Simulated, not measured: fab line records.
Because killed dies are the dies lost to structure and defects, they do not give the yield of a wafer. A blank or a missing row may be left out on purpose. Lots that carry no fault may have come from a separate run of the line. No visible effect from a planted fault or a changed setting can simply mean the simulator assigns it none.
fab line records -- flow nandHarc
record lots=11, wafers=33, lastDay=33
route steps=1302 shown A_ONON_D2@554 A_CHANNEL_HOLE_D2@587 END@1302
lots untouched by any fault: they come from a run of this same line in which no faults occurred
startH: hours from the record's opening day to when the first of the lot's shown wafers began -- waitH: hours since the lot's step before -- " repeats the value in the row above -- L1.1+2: a row that stands for several wafers -- - value missing, or start not given -- * or withheld: withheld -- < > ~ a bound
route shown NAME@n: a module of which the file shows steps, and the number in the route of the first -- usual: mean/standard deviation taken from wafers without a fault -- same: alike in all rows -- chamber/n: place in a boat -- sites: the reading at each site -- _std_site: standard deviation across them -- _edge_site: inner sites' mean taken away from outer sites' mean -- radiusMm: how far each site lies from the wafer's centre -- mask NAME#n: copy n -- behind: tool/chamber where the wafer was last shaped -- hold: the reason the lot was held/the length of the hold in hours/how it ended -- device: names the non-switching transistor (n, p or np) -- end of line: the route-end tests of the same wafers -- a step without rows: its recipe alone -- killed: dies lost to structure and defects at the first sort, not the wafer's yield -- map: per-die view of a wafer (x killed, . not killed, _ where there is no die)
set.NAME: the run value of the setting; set.NAME@STEP: its run value at that earlier step -- model.NAME: the simulator's own value behind a step, which no gauge read
steps of the route over a sample of lots; a table a step, a row a wafer
services: a tool's chamber out of use, with start hour (startH, from the record's first day; less than 0 if before it), hours out, and reason
## steps
# step NHARC_A_ONON_D2_THK_MEAS_14
# recipe thkMeasGauge=ellipsometry
# usual thkNm=1000/8.7
lot.wafer,tool,chamber,startH,waitH,thkNm
L977.1,filmMetro-02,-,296.54,-,1004
L977.2,filmMetro-02,-,296.54,-,1002
L977.6,filmMetro-02,-,296.54,-,1004
L979.2,filmMetro-02,-,313.95,-,1006
L979.3,filmMetro-02,-,313.95,-,1004
L979.6,filmMetro-02,-,313.95,-,1007
L976.1,filmMetro-02,-,347.89,-,996
L976.2,filmMetro-02,-,347.89,-,994
L976.3,filmMetro-02,-,347.89,-,997
L983.1,filmMetro-02,-,353.13,-,999
L983.2,filmMetro-02,-,353.13,-,998
L983.4,filmMetro-02,-,353.13,-,999
L984.1,filmMetro-02,-,366.68,-,998
L984.2,filmMetro-02,-,366.68,-,997
L984.6,filmMetro-02,-,366.68,-,999
L992.2,filmMetro-01,-,445.17,-,995
L992.4,filmMetro-01,-,445.17,-,998
L992.6,filmMetro-01,-,445.17,-,995
L994.3,filmMetro-02,-,463.44,-,1011
L994.5,filmMetro-02,-,463.44,-,1011
L994.6,filmMetro-02,-,463.44,-,1008
L995.1,filmMetro-02,-,484.24,-,986
L995.4,filmMetro-02,-,484.24,-,984
L995.5,filmMetro-02,-,484.24,-,985
L996.1,filmMetro-02,-,486.26,-,980
L996.5,filmMetro-02,-,486.26,-,981
L996.6,filmMetro-02,-,486.26,-,980
L997.1,filmMetro-02,-,486.28,-,997
L997.3,filmMetro-02,-,486.28,-,997
L997.5,filmMetro-02,-,486.28,-,997
L998.1,filmMetro-02,-,499.85,-,1007
L998.3,filmMetro-02,-,499.85,-,1007
L998.6,filmMetro-02,-,499.85,-,1008
# step NHARC_A_CHANNEL_HOLE_D2_ETCH_39
# recipe targetDepthA=2600, overEtchFrac=0.3, timeS=325, ionEnergyEv=200, n2FlowSccm=150, h2FlowSccm=150, arFlowSccm=0, rfW=400, biasW=150, chemistry=N2/H2
# usual biasW=150.1/0.41, chamberPressureMTorr=29.999/0.026, drypumpMotorCurrentA=5.8/0.39, n2FlowSccm=150.0/0.45, oesProductAu=1.001/0.0098, rfVppV=431.7/2.2, showerheadPlenumPTorr=2.08/0.078, throttleValvePct=14.172/0.0093
# same overEtchFrac=0.3, timeS=325
lot.wafer,tool,chamber,startH,waitH,biasW,chamberPressureMTorr,drypumpMotorCurrentA,n2FlowSccm,oesProductAu,rfHoursCounterH,rfVppV,showerheadPlenumPTorr,throttleValvePct
L977.2,rieDiel-11,2,-,-,150.5,30.037,5.7,150.2,1.001,2.0,432.3,2.10,14.163
L977.1,rieDiel-11,3,-,-,150.0,29.982,6.4,149.9,0.991,0.5,430.7,2.01,14.188
L977.6,rieDiel-11,2,-,-,151.2,30.021,5.7,150.0,1.007,-,430.8,2.10,14.173
L979.2,rieDiel-11,3,-,-,149.0,30.008,6.4,150.1,0.994,1.0,429.8,2.01,14.180
L979.3,rieDiel-11,1,-,-,149.4,29.982,5.2,150.0,0.997,1.2,432.4,2.09,14.183
L979.6,rieDiel-11,3,-,-,150.1,29.965,6.5,150.3,0.990,-,429.3,2.01,14.154
L976.2,rieDiel-02,0,-,-,150.1,30.017,6.1,150.4,0.999,8.8,433.7,2.15,14.176
L976.3,rieDiel-02,1,-,-,150.6,29.935,6.1,150.3,1.010,9.5,430.4,2.05,14.166
L976.1,rieDiel-02,2,-,-,150.2,29.981,6.1,149.8,1.001,8.7,432.6,2.14,14.175
L983.1,rieDiel-03,3,-,-,149.9,30.004,5.9,150.2,0.990,3.2,432.0,2.13,14.167
L983.2,rieDiel-03,0,-,-,149.9,29.963,5.0,150.6,0.995,2.2,434.1,2.19,14.168
L983.4,rieDiel-03,2,-,-,151.1,30.005,5.4,150.0,0.984,3.1,426.7,1.93,14.161
L984.2,rieDiel-03,3,-,-,149.7,30.020,5.9,149.0,0.992,4.4,432.2,2.13,14.165
L984.1,rieDiel-03,0,-,-,150.0,30.009,5.0,149.8,0.995,3.5,433.7,2.19,14.159
L984.6,rieDiel-03,2,-,-,150.4,29.983,5.4,150.3,0.999,-,427.6,1.92,14.169
L992.4,rieDiel-02,2,-,-,150.5,29.968,6.1,150.1,1.003,3.3,432.9,2.14,14.180
L992.2,rieDiel-02,3,-,-,149.8,30.015,6.1,150.1,1.014,2.6,431.3,2.06,14.177
L992.6,rieDiel-02,3,-,-,149.7,29.984,6.1,149.8,1.009,-,429.8,2.07,14.176
L994.3,rieDiel-03,0,-,-,149.6,30.012,5.0,150.5,1.001,0.1,435.0,2.18,14.163
L994.6,rieDiel-03,0,-,-,150.1,30.010,5.0,150.1,0.998,-,433.8,2.18,14.198
L994.5,rieDiel-03,1,-,-,150.4,29.971,5.8,150.2,1.020,-,433.5,2.16,14.150
L995.4,rieDiel-02,3,-,-,150.8,29.995,6.1,149.7,1.005,4.8,431.7,2.06,14.162
L995.1,rieDiel-02,0,-,-,150.2,29.987,6.0,149.8,1.024,5.3,432.7,2.15,14.182
L995.5,rieDiel-02,3,-,-,150.5,29.995,6.1,149.8,1.009,-,431.8,2.06,14.163
L996.1,rieDiel-02,2,-,-,149.7,29.959,6.1,149.8,0.999,5.9,433.0,2.13,14.161
L996.6,rieDiel-02,2,-,-,150.2,29.977,6.1,149.0,1.006,-,434.6,2.13,14.167
L996.5,rieDiel-02,3,-,-,149.4,29.971,6.1,149.9,1.015,-,431.2,2.06,14.158
L997.1,rieDiel-11,0,-,-,150.7,30.051,5.7,149.8,0.989,4.0,428.4,1.96,14.190
L997.3,rieDiel-11,1,-,-,150.1,29.974,5.2,149.4,1.001,3.9,431.7,2.09,14.161
L997.5,rieDiel-11,2,-,-,150.5,30.021,5.7,150.7,0.994,-,431.5,2.10,14.174
L998.3,rieDiel-02,2,-,-,150.4,29.995,6.1,150.1,1.014,6.4,434.4,2.13,14.178
L998.1,rieDiel-02,3,-,-,149.6,30.018,6.1,150.4,1.024,6.1,431.0,2.06,14.165
L998.6,rieDiel-02,2,-,-,149.6,29.981,6.1,150.0,1.019,-,433.5,2.13,14.180
# step NHARC_A_CHANNEL_HOLE_D2_ETCH_26
# recipe biasV=300, sourceW=2000, pressureMtorr=30, timeS=224.1, arFlowSccm=375, c4f8FlowSccm=11.4, o2FlowSccm=113.6, tempC=-20, targetDepthA=3000, chemistry=C4F8/O2/Ar
# usual biasV=300/3.3, c4f8FlowSccm=11.40/0.034, drypumpMotorCurrentA=5.9/0.48, showerheadPlenumPTorr=3.64/0.055, throttleValvePct=24.585/0.01, timeS=224.1/0
lot.wafer,tool,chamber,startH,waitH,biasV,c4f8FlowSccm,drypumpMotorCurrentA,rfHoursCounterH,showerheadPlenumPTorr,throttleValvePct,timeS
L977.1,harEtch-01,1,321.24,0.7,297,11.37,5.8,164,3.70,24.590,224.1
L977.2,harEtch-01,0,321.24,0.7,302,11.38,6.2,164,3.59,24.586,224.1
L977.6,harEtch-01,1,321.24,0.7,295,11.43,5.8,-,3.70,24.596,224.1
L979.2,harEtch-01,0,332.89,0.7,302,11.47,6.2,172,3.58,24.589,224.1
L979.3,harEtch-01,0,332.89,0.7,297,11.43,6.2,-,3.58,24.577,224.1
L979.6,harEtch-01,0,332.89,0.7,294,11.46,6.2,-,3.58,24.576,224.1
L976.2,harEtch-02,1,366.74,0.7,306,11.38,5.1,409,3.68,24.548,224.1
L976.1,harEtch-02,0,366.74,0.7,301,11.32,6.4,386,3.68,24.598,224.1
L976.3,harEtch-02,1,366.74,0.7,302,11.38,5.1,-,3.68,24.577,224.1
L983.2,harEtch-01,1,374.81,0.7,-,-,-,-,-,-,-
L983.1,harEtch-01,0,374.81,0.7,-,-,-,-,-,-,-
L983.4,harEtch-01,1,374.81,0.7,-,-,-,-,-,-,-
L984.1,harEtch-01,1,385.19,0.7,-,-,-,-,-,-,-
L984.2,harEtch-01,0,385.19,0.7,-,-,-,-,-,-,-
L984.6,harEtch-01,0,385.19,0.7,-,-,-,-,-,-,-
L992.2,harEtch-01,1,465.76,0.6,299,11.43,5.8,264,3.64,24.572,224.1
L992.4,harEtch-01,0,465.76,0.6,299,11.43,6.2,-,3.53,24.585,224.1
L992.6,harEtch-01,0,465.76,0.6,299,11.44,6.2,-,3.53,24.590,224.1
L994.3,harEtch-01,1,482.35,0.5,305,11.38,5.8,-,3.64,24.578,224.1
L994.6,harEtch-01,1,482.35,0.5,298,11.47,5.8,-,3.64,24.589,224.1
L994.5,harEtch-01,0,482.35,0.5,296,11.38,6.2,-,3.53,24.590,224.1
L995.1,harEtch-02,0,504.01,0.7,296,11.37,6.5,61,3.64,24.576,224.1
L995.4,harEtch-02,0,504.01,0.7,300,11.40,6.4,-,3.64,24.588,224.1
L995.5,harEtch-02,0,504.01,0.7,299,11.43,6.4,-,3.64,24.578,224.1
L997.1,harEtch-02,0,508.16,0.7,300,11.39,6.5,65,3.64,24.593,224.1
L997.3,harEtch-02,0,508.16,0.7,297,11.43,6.5,-,3.64,24.586,224.1
L997.5,harEtch-02,0,508.16,0.7,297,11.42,6.5,-,3.64,24.592,224.1
L996.1,harEtch-01,0,512.49,0.6,303,11.46,6.2,283,3.52,24.587,224.1
L996.5,harEtch-01,1,512.49,0.6,307,11.38,5.8,-,3.63,24.568,224.1
L996.6,harEtch-01,0,512.49,0.6,305,11.46,6.2,-,3.52,24.577,224.1
L998.1,harEtch-01,1,518.02,0.7,301,11.47,5.8,287,3.63,24.573,224.1
L998.3,harEtch-01,1,518.02,0.7,299,11.40,5.8,-,3.63,24.594,224.1
L998.6,harEtch-01,1,518.02,0.7,297,11.44,5.8,-,3.63,24.599,224.1
# step NHARC_A_CHANNEL_HOLE_D2_ETCH_27
# recipe biasV=400, sourceW=2000, pressureMtorr=25, timeS=90, arFlowSccm=375, c4f8FlowSccm=41.7, o2FlowSccm=83.3, tempC=-20, targetDepthA=4000, chemistry=C4F8/O2/Ar
# usual biasV=399/4.1, c4f8FlowSccm=41.70/0.12, drypumpMotorCurrentA=5.9/0.48, showerheadPlenumPTorr=3.63/0.054, throttleValvePct=27.620/0.0086
# same timeS=90
lot.wafer,tool,chamber,startH,waitH,biasV,c4f8FlowSccm,drypumpMotorCurrentA,rfHoursCounterH,showerheadPlenumPTorr,throttleValvePct
L977.1,harEtch-01,1,321.44,0.2,399,41.56,5.8,164,3.69,27.619
L977.2,harEtch-01,0,321.44,0.2,402,41.59,6.2,164,3.58,27.600
L977.6,harEtch-01,1,321.44,0.2,401,41.34,5.8,-,3.69,27.621
L979.2,harEtch-01,0,333.09,0.2,407,41.69,6.2,172,3.58,27.619
L979.3,harEtch-01,0,333.09,0.2,401,41.68,6.2,-,3.58,27.612
L979.6,harEtch-01,0,333.09,0.2,406,41.80,6.3,-,3.58,27.615
L976.2,harEtch-02,1,366.94,0.2,397,41.49,5.1,409,3.68,27.612
L976.1,harEtch-02,0,366.94,0.2,404,41.94,6.4,386,3.68,27.624
L976.3,harEtch-02,1,366.94,0.2,401,41.61,5.1,-,3.68,27.622
L983.2,harEtch-01,1,375.01,0.2,402,41.65,5.8,203,3.67,27.620
L983.1,harEtch-01,0,375.01,0.2,400,41.70,6.2,203,3.56,27.621
L983.4,harEtch-01,1,375.01,0.2,397,41.66,5.8,-,3.67,27.628
L984.1,harEtch-01,1,385.38,0.2,398,41.63,5.8,210,3.67,27.611
L984.2,harEtch-01,0,385.38,0.2,395,41.82,6.2,210,3.56,27.621
L984.6,harEtch-01,0,385.38,0.2,400,41.78,6.2,-,3.56,27.622
L992.2,harEtch-01,1,465.95,0.2,393,41.73,5.8,264,3.64,27.610
L992.4,harEtch-01,0,465.95,0.2,406,41.71,6.2,-,3.53,27.632
L992.6,harEtch-01,0,465.95,0.2,403,41.90,6.2,-,3.53,27.612
L994.3,harEtch-01,1,482.55,0.2,397,41.68,5.8,-,3.63,27.629
L994.6,harEtch-01,1,482.55,0.2,400,41.76,5.8,-,3.63,27.622
L994.5,harEtch-01,0,482.55,0.2,399,41.84,6.2,-,3.53,27.619
L995.1,harEtch-02,0,504.21,0.2,400,41.61,6.4,61,3.64,27.615
L995.4,harEtch-02,0,504.21,0.2,402,41.57,6.4,-,3.64,27.635
L995.5,harEtch-02,0,504.21,0.2,400,41.59,6.4,-,3.64,27.613
L997.1,harEtch-02,0,508.35,0.2,398,41.64,6.5,65,3.64,27.625
L997.3,harEtch-02,0,508.35,0.2,396,41.49,6.4,-,3.64,27.614
L997.5,harEtch-02,0,508.35,0.2,403,41.43,6.5,-,3.64,27.619
L996.1,harEtch-01,0,512.68,0.2,399,41.73,6.2,283,3.52,27.621
L996.5,harEtch-01,1,512.68,0.2,406,41.79,5.8,-,3.63,27.608
L996.6,harEtch-01,0,512.68,0.2,393,41.87,6.2,-,3.52,27.622
L998.1,harEtch-01,1,518.22,0.2,404,41.75,5.8,287,3.63,27.617
L998.3,harEtch-01,1,518.22,0.2,401,41.90,5.8,-,3.63,27.620
L998.6,harEtch-01,1,518.22,0.2,405,41.77,5.8,-,3.63,27.620
# step NHARC_END_SORT_01
# recipe tempC=25
# usual killedAtArray=55/22, killedAtOther=1.1/1.4, killedAtPeriphery=4/3.2, killedDies=59/22, killedOpen=3.3/1.8, killedShort=2.5/1.5
# same grossDies=677
lot.wafer,tool,chamber,startH,waitH,killedAtArray,killedAtOther,killedAtPeriphery,killedDies,killedOpen,killedShort
L983.1,prober-01,0,653.77,2.5,664,7,6,677,2,2
L983.2,prober-01,0,654.56,2.8,670,4,3,677,6,4
L983.4,prober-01,0,656.13,3.4,674,2,1,677,3,4
L984.1,prober-02,0,660.87,2.5,677,0,0,677,2,3
L984.2,prober-02,0,661.68,2.8,672,0,5,677,1,0
L984.6,prober-02,0,664.92,4.1,671,1,5,677,1,4
# killed by level:class
L983.1 A_CHANNEL_HOLE_D2:areaEtch=623 A_CHANNEL_HOLE_D2:chamberFilmFlake=16 A_CHANNEL_HOLE_D1:chamberFilmFlake=14 THIN_TSV:chamberFilmFlake=7 P_GATE:chamberFilmFlake=4 A_STAIRCASE:chamberFilmFlake=4 A_CHANNEL_FILL_D1:chamberFilmFlake=2 A_SLIT:chamberFilmFlake=2
L983.2 A_CHANNEL_HOLE_D2:areaEtch=598 A_CHANNEL_HOLE_D1:chamberFilmFlake=33 A_CHANNEL_HOLE_D2:chamberFilmFlake=11 A_STAIRCASE:chamberFilmFlake=5 THIN_TSV:chamberFilmFlake=4 A_CONTACT:chamberFilmFlake=3 A_SGD_CUT:geometricParticle:open=2 A_ZERO_WELL:chamberFilmFlake=2
L983.4 A_CHANNEL_HOLE_D2:areaEtch=624 A_CHANNEL_HOLE_D1:chamberFilmFlake=17 A_CHANNEL_HOLE_D2:chamberFilmFlake=15 A_STAIRCASE:chamberFilmFlake=5 A_WL_FILL:chamberFilmFlake=3 A_ONON_D1:geometricParticle:short=2 A_M1:chamberFilmFlake=2 THIN_TSV:chamberFilmFlake=2
L984.1 A_CHANNEL_HOLE_D2:areaEtch=596 A_CHANNEL_HOLE_D1:chamberFilmFlake=33 A_SLIT:chamberFilmFlake=24 A_CHANNEL_HOLE_D2:chamberFilmFlake=10 A_STAIRCASE:chamberFilmFlake=4 A_CHANNEL_FILL_D1:chamberFilmFlake=3 A_DECK1_JOINT:chamberFilmFlake=2 A_DECK1_JOINT:geometricParticle:short=1
L984.2 A_CHANNEL_HOLE_D2:areaEtch=618 A_SLIT:chamberFilmFlake=34 A_CHANNEL_HOLE_D1:chamberFilmFlake=10 A_CHANNEL_HOLE_D2:chamberFilmFlake=6 P_GATE:chamberFilmFlake=2 A_STAIRCASE:chamberFilmFlake=2 P_STI:chamberFilmFlake=1 A_M0:geometricParticle:open=1
L984.6 A_CHANNEL_HOLE_D2:areaEtch=604 A_SLIT:chamberFilmFlake=40 A_CHANNEL_HOLE_D1:chamberFilmFlake=14 A_CHANNEL_HOLE_D2:chamberFilmFlake=4 P_CONTACT:chamberFilmFlake=3 A_CHANNEL_FILL_D1:chamberFilmFlake=3 A_ONON_D1:geometricParticle:short=1 A_ONON_D2:geometricParticle:short=1
## services
tool,chamber,startH,hours,kind
rieDiel-02,2,301.24,22.0,repair
rieDiel-11,-,311.40,2.0,repair
harEtch-02,0,318.39,-,consumableReplace:focusRing
harEtch-02,0,318.39,17.0,scheduledDown
harEtch-02,0,318.39,17.0,ventCycle
rieDiel-11,2,338.90,6.1,repair
rieDiel-03,0,339.03,10.0,repair
rieDiel-02,1,345.40,4.9,repair
rieDiel-11,3,354.01,3.1,repair
rieDiel-11,-,354.12,1.2,repair
rieDiel-11,0,365.40,33.4,repair
rieDiel-02,3,370.56,2.7,repair
harEtch-02,-,377.00,17.0,pm
harEtch-02,0,377.00,17.0,ventCycle
harEtch-02,1,377.00,17.0,ventCycle
rieDiel-03,1,384.40,1.3,repair
rieDiel-02,-,393.70,9.0,pm
harEtch-01,-,414.29,0.2,repair
rieDiel-11,-,426.39,0.8,repair
rieDiel-11,-,432.50,9.0,pm
rieDiel-03,1,454.62,8.2,repair
rieDiel-03,-,458.30,9.0,pm
rieDiel-02,3,460.90,2.2,repair
rieDiel-02,3,476.12,15.2,repair
## key
firstSign step=NHARC_A_CHANNEL_HOLE_D2_ETCH_26, reading=toolRecord, direction=missing
effect step=NHARC_END_SORT_01, reading=killedDies, direction=up, sigmas=28, usual=59, struck=677
moreKillsBornAt NHARC_A_CHANNEL_HOLE_D2_ETCH_26@harEtch-01=3663
metAt NHARC_A_CHANNEL_HOLE_D2_ETCH_26
struckLots L983,L984
laterRowsLeftOut L983.1,L983.2,L983.4,L984.1,L984.2,L984.6
testerLeftOut L983,L984
notActingAt NHARC_A_ONON_D2_THK_MEAS_14,NHARC_A_CHANNEL_HOLE_D2_ETCH_39,NHARC_A_CHANNEL_HOLE_D2_ETCH_27
onsetBetween 332.89 374.81
fault kind=skippedStepWhole, tool=harEtch-01, chamber=-, onsetH=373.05, steps=NHARC_A_CHANNEL_HOLE_D2_ETCH_26, scope=struckLotsOnly
# testerLeftOut: of these lots the tester's yield and bins aren't shown, on N5 and GAA mostly nor the transistor test; their killed dies are dies lost to structure and defects alone, not to doping, threshold or leakage, so they don't give the yield
# laterRowsLeftOut: the simulator's readings of these wafers behind a module that went badly wrong aren't trusted and aren't shown, but for the sort
